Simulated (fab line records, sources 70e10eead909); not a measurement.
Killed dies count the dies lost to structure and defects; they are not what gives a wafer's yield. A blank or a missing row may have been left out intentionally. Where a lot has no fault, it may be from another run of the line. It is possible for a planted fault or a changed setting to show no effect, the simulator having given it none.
fab line records	flow nand-harc
record: lots: 6	wafers: 18	last-day: 24
route steps=1159 shown A_CONTACT@937 A_BLC@964 END@1159
lots that met no fault: taken from a fault-free run of the same line
start-h: hours from the record's opening day to when the first of the lot's shown wafers began	wait-h: hours since the lot's step before	" same as the row above	L1.1+2: several wafers, shown together as one row	- no value, or no start given	* or withheld: withheld	< > ~ a bound
route shown NAME@n: NAME is a module with steps in the file, n the number in the route of the first one	usual: mean and standard deviation over wafers with no fault	same: alike in all rows	chamber/n: place in a boat	sites: the reading at each site	_std_site: standard deviation of those values	_edge_site: mean of outer sites minus mean of inner sites	radius-mm: for every site, how far away it sits from the centre of the wafer	mask NAME#n: copy n	behind: the tool/chamber that last shaped the wafer	hold: what put the lot on hold/how long, in hours/how the hold closed	device: transistor that didn't switch, given as n, p or np	end of line: the tests these same wafers got at the end of their route	for a step that has no rows: nothing shown but its recipe	killed: not the wafer's yield, but the dies lost to structure and defects at the first sort	map: the dies of a wafer, with x for killed, . for not killed, _ for no die there
set.NAME: the run value of the setting; set.NAME@STEP: its run value at that earlier step	model.NAME: the simulator's own value behind a step, which no gauge read
a table for each step, a row for each wafer; lots at some steps of the route
services: from which hour (start-h, from the record's first day; less than 0 if before it) a tool's chamber was out of use, for how many hours, and why
== steps ==
step: NHARC_A_CONTACT_INSPECT_10
usual: raw-defect-count: 30/15
lot.wafer	tool	chamber	start-h	wait-h	raw-defect-count
L578.1	defect-inspect-01	-	375.40	0.0	47
L578.2	"	-	"	"	45
L578.3	"	-	"	"	52
L585.1	defect-inspect-01	-	423.26	0.0	15
L585.5	"	-	"	"	13
L585.6	"	-	"	"	6
L590.3	defect-inspect-01	-	447.67	0.0	36
L590.5	"	-	"	"	28
L590.6	"	-	"	"	24
L591.2	defect-inspect-02	-	449.98	0.0	14
L591.3	"	-	"	"	5
L591.6	"	-	"	"	13
L597.2	defect-inspect-01	-	521.44	0.0	22
L597.5	"	-	"	"	14
L597.6	"	-	"	"	15
L601.2	defect-inspect-02	-	527.33	0.0	46
L601.4	"	-	"	"	42
L601.6	"	-	"	"	50
step: NHARC_A_CONTACT_DESCUM_13
recipe: time-s: 3	o2-flow-sccm: 200	ar-flow-sccm: 0	bias-power-w: 0	chemistry: O2
step: NHARC_A_CONTACT_ETCH_88
recipe: target-depth-a: 390	over-etch-frac: 0.3	time-s: 65	ion-energy-ev: 80	cf4-flow-sccm: 150	ar-flow-sccm: 0	rf-w: 300	bias-w: 100	chemistry: CF4
step: NHARC_A_CONTACT_ETCH_89
recipe: target-depth-a: 2600	over-etch-frac: 0.3	time-s: 475.3	ion-energy-ev: 200	n2-flow-sccm: 150	h2-flow-sccm: 150	ar-flow-sccm: 0	rf-w: 400	bias-w: 150	chemistry: N2/H2
usual: drypump-motor-current-A: 5.76/0.28	oes-product-au: 1.002/0.0082	rf-vpp-V: 431.7/2.4	showerhead-plenum-p-Torr: 2.08/0.084	throttle-valve-pct: 14.171/0.01
lot.wafer	tool	chamber	start-h	wait-h	drypump-motor-current-A	oes-product-au	rf-hours-counter-h	rf-vpp-V	showerhead-plenum-p-Torr	throttle-valve-pct
L578.1	rie-diel-10	1	-	-	5.63	1.005	2	428.3	2.03	14.177
L578.2	"	2	"	"	6.04	1.010	2	433.1	2.11	14.182
L578.3	"	3	"	"	5.90	1.000	2	433.9	2.17	14.188
L585.1	rie-diel-03	3	-	-	6.07	1.003	7	432.7	2.08	14.164
L585.5	"	3	"	"	6.08	1.007	-	431.3	2.08	14.154
L585.6	"	0	"	"	5.49	0.995	-	430.7	2.06	14.166
L590.3	rie-diel-10	2	-	-	6.08	0.998	19	432.4	2.10	14.162
L590.6	"	2	"	"	6.02	1.006	-	432.1	2.10	14.162
L590.5	"	3	"	"	5.87	0.991	-	433.2	2.17	14.168
L591.2	rie-diel-10	0	-	-	5.33	0.988	20	434.1	2.15	14.172
L591.3	"	1	"	"	5.62	1.009	21	429.4	2.02	14.158
L591.6	"	0	"	"	5.31	0.994	-	434.5	2.15	14.162
L597.2	rie-diel-10	3	-	-	5.91	0.990	32	434.0	2.16	14.172
L597.5	"	2	"	"	6.06	1.007	-	431.8	2.10	14.158
L597.6	"	3	"	"	5.91	1.003	-	433.5	2.16	14.168
L601.2	rie-diel-07	3	-	-	5.70	0.990	38	431.6	2.06	14.170
L601.4	"	1	"	"	5.59	0.990	37	427.4	1.88	14.168
L601.6	"	0	"	"	6.29	0.990	-	434.9	2.18	14.184
step: NHARC_A_CONTACT_ETCH_30
recipe: target-depth-a: 605	time-s: 30.2	cf4-flow-sccm: 100	chf3-flow-sccm: 30	ar-flow-sccm: 0	rf-w: 500	bias-w: 200	chemistry: CF4/CHF3
step: NHARC_A_CONTACT_ETCH_31
recipe: target-depth-a: 20000	over-etch-frac: 0.3	time-s: 520	ion-energy-ev: 150	o2-flow-sccm: 400	cos-flow-sccm: 20	ar-flow-sccm: 0	rf-w: 500	bias-w: 300	chemistry: O2/COS
step: NHARC_A_CONTACT_ETCH_134
recipe: source-w: withheld	pressure-mtorr: 20	bias-v: withheld	time-s: 140	target-depth-a: 7000	ar-flow-sccm: withheld	c4f8-flow-sccm: withheld	o2-flow-sccm: withheld	chemistry: C4F8/O2/Ar
lot.wafer	tool	chamber	start-h	wait-h	rf-hours-counter-h
L578.2	har-cap-etch-02	1	376.51	-	10
L578.1	"	0	"	"	10
L578.3	"	1	"	"	-
L585.1	har-cap-etch-01	1	424.49	-	65
L585.6	"	1	"	"	-
L585.5	"	0	"	"	-
L590.3	har-cap-etch-02	1	448.89	-	-
L590.6	"	1	"	"	-
L590.5	"	0	"	"	-
L591.2	har-cap-etch-02	1	451.13	-	24
L591.3	"	0	"	"	-
L591.6	"	0	"	"	-
L597.2	har-cap-etch-02	0	522.58	-	35
L597.6	"	1	"	"	-
L597.5	"	0	"	"	-
L601.2	har-cap-etch-01	0	528.41	-	85
L601.4	"	1	"	"	-
L601.6	"	0	"	"	-
step: NHARC_A_CONTACT_ETCH_135
recipe: source-w: withheld	pressure-mtorr: 20	bias-v: 3000	time-s: 132	target-depth-a: 12870	ar-flow-sccm: withheld	c4f8-flow-sccm: withheld	o2-flow-sccm: withheld	chemistry: C4F8/O2/Ar
lot.wafer	tool	chamber	start-h	wait-h	rf-hours-counter-h
L578.2	har-cap-etch-02	1	376.79	0.2	10
L578.1	"	0	"	"	10
L578.3	"	1	"	"	-
L585.1	har-cap-etch-01	1	424.69	0.2	65
L585.6	"	1	"	"	-
L585.5	"	0	"	"	-
L590.3	har-cap-etch-02	1	449.06	0.1	-
L590.6	"	1	"	"	-
L590.5	"	0	"	"	-
L591.2	har-cap-etch-02	1	451.32	0.2	24
L591.3	"	0	"	"	-
L591.6	"	0	"	"	-
L597.2	har-cap-etch-02	0	522.76	0.2	35
L597.6	"	1	"	"	-
L597.5	"	0	"	"	-
L601.2	har-cap-etch-01	0	528.59	0.2	85
L601.4	"	1	"	"	-
L601.6	"	0	"	"	-
step: NHARC_A_CONTACT_ETCH_136
recipe: source-w: withheld	pressure-mtorr: 20	bias-v: 3000	time-s: 132	target-depth-a: 12870	ar-flow-sccm: withheld	c4f8-flow-sccm: withheld	o2-flow-sccm: withheld	chemistry: C4F8/O2/Ar
step: NHARC_A_CONTACT_ETCH_137
recipe: source-w: withheld	pressure-mtorr: 20	bias-v: 3000	time-s: 132	target-depth-a: 12870	ar-flow-sccm: withheld	c4f8-flow-sccm: withheld	o2-flow-sccm: withheld	chemistry: C4F8/O2/Ar
step: NHARC_A_CONTACT_ETCH_138
recipe: source-w: withheld	pressure-mtorr: 20	bias-v: 3000	time-s: 132	target-depth-a: 12890	ar-flow-sccm: withheld	c4f8-flow-sccm: withheld	o2-flow-sccm: withheld	chemistry: C4F8/O2/Ar
step: NHARC_A_CONTACT_ETCH_139
recipe: source-w: withheld	pressure-mtorr: 20	bias-v: 400	time-s: 137	target-depth-a: 5900	ar-flow-sccm: withheld	c4f8-flow-sccm: 11.5	o2-flow-sccm: 7.2	chemistry: C4F8/O2/Ar
lot.wafer	tool	chamber	start-h	wait-h	rf-hours-counter-h
L578.2	har-cap-etch-02	1	377.27	0.1	11
L578.1	"	0	"	"	11
L578.3	"	1	"	"	-
L585.1	har-cap-etch-01	1	425.18	0.1	66
L585.6	"	1	"	"	-
L585.5	"	0	"	"	-
L590.3	har-cap-etch-02	1	449.59	0.1	-
L590.6	"	1	"	"	-
L590.5	"	0	"	"	-
L591.2	har-cap-etch-02	1	451.83	0.1	24
L591.3	"	0	"	"	-
L591.6	"	0	"	"	-
L597.2	har-cap-etch-02	0	523.27	0.1	36
L597.6	"	1	"	"	-
L597.5	"	0	"	"	-
L601.2	har-cap-etch-01	0	529.10	0.1	85
L601.4	"	1	"	"	-
L601.6	"	0	"	"	-
step: NHARC_A_CONTACT_ETCH_92
recipe: target-depth-a: 400	over-etch-frac: 0.5	time-s: 85.7	ion-energy-ev: 120	ch3f-flow-sccm: 50	o2-flow-sccm: 30	ar-flow-sccm: 200	rf-w: 500	bias-w: 100	chemistry: CH3F/O2
usual: drypump-motor-current-A: 5.76/0.27	oes-product-au: 0.94/0.031	rf-vpp-V: 245.1/1.5	showerhead-plenum-p-Torr: 2.51/0.094	throttle-valve-pct: 20.664/0.0099
lot.wafer	tool	chamber	start-h	wait-h	drypump-motor-current-A	oes-product-au	rf-hours-counter-h	rf-vpp-V	showerhead-plenum-p-Torr	throttle-valve-pct
L578.1	rie-diel-03	3	377.71	0.4	6.04	0.93	64	245.0	2.51	20.678
L578.2	"	0	"	"	5.49	0.92	61	247.3	2.49	20.654
L578.3	"	1	"	"	5.76	0.92	63	247.9	2.61	20.658
L585.1	rie-diel-07	3	425.60	0.4	5.70	0.93	4	244.5	2.50	20.652
L585.6	"	2	"	"	6.06	0.93	-	243.1	2.32	20.666
L585.5	"	3	"	"	5.69	0.92	-	244.5	2.50	20.677
L590.3	rie-diel-10	2	449.96	0.3	6.00	0.93	19	245.8	2.53	20.672
L590.6	"	3	"	"	5.88	0.91	-	245.7	2.60	20.641
L590.5	"	0	"	"	5.31	0.92	-	246.3	2.58	20.651
L591.3	rie-diel-10	3	452.21	0.3	5.90	0.92	19	247.2	2.60	20.678
L591.2	"	0	"	"	5.32	0.91	20	245.6	2.58	20.657
L591.6	"	3	"	"	5.90	0.92	-	246.0	2.60	20.670
L597.2	rie-diel-07	1	523.67	0.4	5.60	0.91	37	241.3	2.28	20.671
L597.6	"	3	"	"	5.67	0.91	-	244.1	2.49	20.675
L597.5	"	1	"	"	5.60	0.92	-	241.3	2.28	20.670
L601.2	rie-diel-10	2	529.73	0.6	6.08	0.93	34	244.6	2.52	20.681
L601.4	"	0	"	"	5.32	0.91	35	246.0	2.58	20.637
L601.6	"	1	"	"	5.60	0.92	-	242.7	2.43	20.679
step: NHARC_A_CONTACT_ETCH_98
recipe: target-depth-a: 200	over-etch-frac: 0.5	time-s: 10	ion-energy-ev: 250	c4f6-flow-sccm: 25	o2-flow-sccm: 20	ar-flow-sccm: 500	rf-w: 600	bias-w: 500	chemistry: C4F6/O2
step: NHARC_A_CONTACT_CD_MEAS_15
usual: cd-nm: 90.0/0.46
lot.wafer	tool	chamber	start-h	wait-h	cd-nm
L578.1	cd-sem-01	-	377.97	-	89.5
L578.2	"	-	"	"	89.4
L578.3	"	-	"	"	90.2
L585.1	cd-sem-03	-	425.80	-	89.7
L585.5	"	-	"	"	90.6
L585.6	"	-	"	"	90.6
L590.3	cd-sem-02	-	450.19	-	90.5
L590.5	"	-	"	"	90.6
L590.6	"	-	"	"	90.3
L591.2	cd-sem-03	-	452.42	-	89.6
L591.3	"	-	"	"	89.3
L591.6	"	-	"	"	89.1
L597.2	cd-sem-03	-	523.89	-	90.6
L597.5	"	-	"	"	90.8
L597.6	"	-	"	"	90.6
L601.2	cd-sem-03	-	530.16	-	90.6
L601.4	"	-	"	"	90.3
L601.6	"	-	"	"	90.7
step: NHARC_A_CONTACT_STRIP_107
recipe: n2-flow-sccm: 150	h2-flow-sccm: 150	ar-flow-sccm: 0	bias-w: 0	chemistry: N2/H2
step: NHARC_A_CONTACT_STRIP_108
recipe: cf4-flow-sccm: 100	chf3-flow-sccm: 30	ar-flow-sccm: 0	bias-w: 0	chemistry: CF4/CHF3
step: NHARC_A_CONTACT_STRIP_109
recipe: o2-flow-sccm: 400	cos-flow-sccm: 20	ar-flow-sccm: 0	bias-w: 0	chemistry: O2/COS
step: NHARC_A_CONTACT_ETCH_110
recipe: target-depth-a: 500	overetch-a: 50	time-s: 27.5	ion-energy-ev: 100	cf4-flow-sccm: 80	o2-flow-sccm: 20	ar-flow-sccm: 0	rf-w: 300	bias-w: 100	chemistry: CF4/O2
step: NHARC_A_CONTACT_STRIP_26
recipe: o2-flow-sccm: 500	ar-flow-sccm: 0	bias-w: 0	chemistry: O2
step: NHARC_A_CONTACT_STRIP_27
recipe: time-s: 600	temp-c: 30	chemistry: post-etch-residue-remover
step: NHARC_A_CONTACT_ALD_18
recipe: target-thk-a: 30	pulse-time-s: 1	ald-cycles: 150	temp-c: 450	material: TiN
usual: heater-power-w: 1080/120	precursor-pulse-height-rel: 1.000/0.021
lot.wafer	tool	chamber	start-h	wait-h	heater-power-w	precursor-pulse-height-rel
L578.1	ald-metal-02	1	378.92	-	1049	1.008
L578.2	"	2	"	"	1005	0.976
L578.3	"	0	"	"	957	0.981
L585.1	ald-metal-02	3	426.75	-	947	0.986
L585.6	"	3	"	"	944	0.992
L585.5	"	0	"	"	946	1.021
L590.3	ald-metal-03	2	451.32	-	1118	1.024
L590.5	"	3	"	"	928	1.009
L590.6	"	0	"	"	1019	1.010
L591.3	ald-metal-04	1	453.50	-	1305	0.967
L591.2	"	0	"	"	1056	0.980
L591.6	"	1	"	"	1274	0.979
L597.2	ald-metal-03	0	525.09	-	960	1.003
L597.6	"	1	"	"	1219	0.993
L597.5	"	2	"	"	1083	1.018
L601.4	ald-metal-03	2	531.61	-	1105	0.930
L601.2	"	3	"	"	941	1.028
L601.6	"	1	"	"	1173	1.024
step: NHARC_A_CONTACT_CVD_19
recipe: target-thk-a: 3000	temp-c: 300	pressure-torr: 40	wf6-flow-sccm: 40	h2-flow-sccm: 1600	ar-flow-sccm: 1560	time-s: 802	material: W
step: NHARC_A_CONTACT_CMP_20
recipe: t-overpolish-s: 30	target-thk-nm: 300
step: NHARC_A_CONTACT_SRD_22
step: NHARC_A_BLC_DEHYDRATE_00
recipe: temp-c: 150	time-s: 120
step: NHARC_A_BLC_HMDS_01
recipe: time-s: 30
step: NHARC_A_BLC_COAT_02
recipe: temp-c: 260	time-s: 75
step: NHARC_A_BLC_COAT_03
recipe: temp-c: 225	time-s: 65
step: NHARC_A_BLC_COAT_04
recipe: spin-rpm: 1500	resist-thk-nm: 90
step: NHARC_A_BLC_SOFTBAKE_05
recipe: temp-c: 105	time-s: 55
step: NHARC_A_BLC_EBR_06
step: NHARC_A_BLC_EXPOSE_07
recipe: na: 1.35	target-cd-nm: 100	dose-mj: 67.97	mask-id: A_BLC
step: NHARC_A_BLC_PEB_08
recipe: peb-temp-c: 100	peb-time-s: 65
step: NHARC_A_BLC_DEVELOP_09
recipe: develop-time-s: 35	dev-temp-c: 23
step: NHARC_A_BLC_CD_MEAS_10
recipe: target-cd-nm: 100	landing-energy-ev: 500
usual: cd-nm: 100.2/0.5
lot.wafer	tool	chamber	start-h	wait-h	cd-nm
L578.1	cd-sem-02	0	382.22	-	99.0
L578.2	"	0	"	"	100.3
L578.3	"	0	"	"	99.4
L585.1	cd-sem-03	0	428.79	-	101.5
L585.5	"	0	"	"	101.0
L585.6	"	0	"	"	101.9
L590.3	cd-sem-03	0	455.21	-	100.3
L590.5	"	0	"	"	100.3
L590.6	"	0	"	"	99.8
L591.2	cd-sem-03	0	455.53	-	101.3
L591.3	"	0	"	"	101.1
L591.6	"	0	"	"	100.6
L597.2	cd-sem-03	0	527.76	-	99.7
L597.5	"	0	"	"	99.1
L597.6	"	0	"	"	99.7
L601.2	cd-sem-03	0	536.76	-	100.5
L601.4	"	0	"	"	100.3
L601.6	"	0	"	"	100.7
step: NHARC_A_BLC_OVL_MEAS_11
usual: overlay-x-nm: -0.1/0.98	overlay-y-nm: -0.1/0.71
lot.wafer	tool	chamber	start-h	wait-h	overlay-x-nm	overlay-y-nm
L578.1	overlay-02	-	382.31	-	0.4	0.1
L578.2	"	-	"	"	-0.1	1.0
L578.3	"	-	"	"	-0.5	0.6
L585.1	overlay-01	-	428.88	-	-0.1	0.3
L585.5	"	-	"	"	0.7	-0.2
L585.6	"	-	"	"	0.3	-0.3
L590.3	overlay-02	-	455.30	-	-0.1	-1.1
L590.5	"	-	"	"	-0.3	-0.9
L590.6	"	-	"	"	-0.9	-0.4
L591.2	overlay-02	-	455.62	-	-0.1	0.2
L591.3	"	-	"	"	0.8	-0.3
L591.6	"	-	"	"	0.8	0.0
L597.2	overlay-01	-	527.84	-	0.9	0.0
L597.5	"	-	"	"	1.5	0.2
L597.6	"	-	"	"	0.2	0.5
L601.2	overlay-02	-	536.84	-	0.4	-0.1
L601.4	"	-	"	"	0.0	0.1
L601.6	"	-	"	"	-0.2	0.3
step: NHARC_A_BLC_DESCUM_15
recipe: time-s: 3	o2-flow-sccm: 200	ar-flow-sccm: 0	bias-power-w: 0	chemistry: O2
step: NHARC_A_BLC_ETCH_16
recipe: target-depth-a: 390	over-etch-frac: 0.3	time-s: 65	ion-energy-ev: 80	cf4-flow-sccm: 150	ar-flow-sccm: 0	rf-w: 300	bias-w: 100	chemistry: CF4
step: NHARC_END_SORT_01
recipe: temp-c: 25
usual: killed-at-array: 28/12	killed-at-other: 0.8/1.1	killed-at-periphery: 3.6/2.3	killed-dies: 32/12	killed-open: 3.4/1.9	killed-short: 2.0/1.3
same: gross-dies: 677
lot.wafer	tool	chamber	start-h	wait-h	killed-at-array	killed-at-other	killed-at-periphery	killed-dies	killed-open	killed-short
L591.2	prober-02	0	504.82	2.8	104	1	6	111	3	0
L590.3	prober-02	0	513.45	3.1	27	6	3	36	4	0
L590.5	prober-02	0	515.06	3.7	120	2	8	130	4	2
L590.6	prober-02	0	515.86	4.0	23	2	3	28	3	1
killed by level:class
L591.2 A_CONTACT:unspecified=95 P_BONDPAD:chamber-film-flake=4 A_CHANNEL_HOLE_D1:chamber-film-flake=3 A_STAIRCASE:chamber-film-flake=3 P_CONTACT:geometric-particle:open=1 A_ONON_D1:geometric-particle:open=1 A_CONTACT:geometric-particle:open=1 P_ZERO_WELL:chamber-film-flake=1
L590.3 A_CHANNEL_HOLE_D1:chamber-film-flake=19 THIN_TSV:chamber-film-flake=6 A_STAIRCASE:chamber-film-flake=2 A_M1:chamber-film-flake=2 P_M2:geometric-particle:open=1 A_CHANNEL_HOLE_D1:geometric-particle:open=1 A_WL_FILL:geometric-particle:open=1 A_CONTACT:geometric-particle:open=1
L590.5 A_CONTACT:unspecified=100 A_CHANNEL_HOLE_D1:chamber-film-flake=15 P_GATE:chamber-film-flake=2 A_STAIRCASE:chamber-film-flake=2 THIN_TSV:chamber-film-flake=2 P_GATE:geometric-particle:short=1 P_CONTACT:geometric-particle:open=1 P_M0:geometric-particle:open=1
L590.6 A_CHANNEL_HOLE_D1:chamber-film-flake=12 A_CONTACT:chamber-film-flake=5 A_M1:chamber-film-flake=2 THIN_TSV:chamber-film-flake=2 P_GATE:geometric-particle:open=1 P_M2:geometric-particle:short=1 A_STAIRCASE:geometric-particle:open=1 A_CONTACT:geometric-particle:open=1
map L590.5 (x killed, . not)
____________.____________
_________......._________
_______..........._______
______.............______
_____..............._____
____.................____
____.................____
___...x...............___
___x..................___
__.....................__
__...................x.__
_......................._
_....................xx._
_.............x........._
_......................x_
_....................x.._
......................xxx
........x..x.....x.....xx
....x....xxxxxx.....x..xx
.....x..xxxxx........xx.x
......xxxxxxxx.......x.x.
_.....xxxxxxxx.........._
_....xxxxxxxxx.........._
_....xxxxxxxxxx........._
_....xxxxxxxxxxx.......x_
_....xxxxxxxxxx........._
__.....xxxxxxx.........__
__...x.xxxxxx.x........__
___..x.xxxxx..........___
___.x..xxx.xx.x.......___
____x...x....x.......____
____.....xxx.........____
_____..............._____
______.............______
_______.x..x......_______
_________......._________
____________.____________
map L591.2 (x killed, . not)
____________.____________
_________......x_________
_______..........._______
______.............______
_____..............._____
____.................____
____.................____
___...................___
___...................___
__....x................__
__....x.........x......__
_......................._
_....xx................._
_......................._
_......................._
_......................._
..x....x.................
.........................
......xxxx..x..........x.
.......xxxxxx.x..........
......xxxxxxxx.x.........
_.x...xxxxxxxxx........._
_......xxxxxxxx........._
_....xxxxxxxxx.........._
_x....xxxxxxxxxx........_
_.....xxxxxxxx.........._
__...xxxxxxxxx.........__
__.....xxxxxxx.........__
___...xxxxxxx.........___
___...xxxxx.x.........___
____...xxxx..........____
____........x........____
_____..............._____
______.............______
_______.....x....._______
_________......._________
____________.____________
== services ==
tool	chamber	start-h	hours	kind
rie-diel-10	-	353.58	9.0	pm
rie-diel-10	0	353.58	9.0	vent-cycle
rie-diel-10	1	353.58	9.0	vent-cycle
rie-diel-10	2	353.58	9.0	vent-cycle
rie-diel-10	3	353.58	9.0	vent-cycle
ald-metal-02	-	364.00	10.0	pm
ald-metal-03	2	364.36	3.2	repair
ald-metal-03	-	372.90	0.8	repair
rie-diel-07	2	373.39	6.5	repair
ald-metal-02	3	391.45	7.2	repair
rie-diel-03	-	392.30	9.0	pm
rie-diel-07	-	405.37	9.0	pm
ald-metal-04	-	406.00	10.0	pm
rie-diel-03	0	424.32	3.2	repair
rie-diel-07	3	433.76	4.1	repair
ald-metal-04	3	436.03	10.4	repair
ald-metal-02	-	444.45	1.4	repair
rie-diel-03	3	446.94	8.8	repair
rie-diel-07	3	473.35	6.6	repair
ald-metal-04	0	484.01	23.3	repair
rie-diel-10	2	490.97	14.2	repair
ald-metal-03	-	500.00	10.0	pm
rie-diel-07	0	521.92	3.5	repair
rie-diel-10	-	530.58	9.0	pm
== key ==
first-sign: step: NHARC_END_SORT_01	reading: killed-dies	direction: up	sigmas: 7.7	usual: 32	struck: 120
effect: step: NHARC_END_SORT_01	reading: killed-at-array	direction: up	sigmas: 7.2	usual: 28	struck: 112
more-kills-born-at: NHARC_A_CONTACT_ETCH_92@rie-diel-10: 195
met-at NHARC_A_CONTACT_ETCH_92
struck-wafers L590.5,L591.2
tester-left-out L590,L591
fault: kind: chamber-particle-source	tool: rie-diel-10	chamber: 0	onset-h: 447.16	steps: NHARC_A_CONTACT_ETCH_92	rate-per-visit-cm2: 1.7179	end-h: 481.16
tester-left-out: of these lots the tester's yield and bins aren't shown, on N5 and GAA mostly nor the transistor test; their killed dies are dies lost to structure and defects alone, not to doping, threshold or leakage, so they don't give the yield
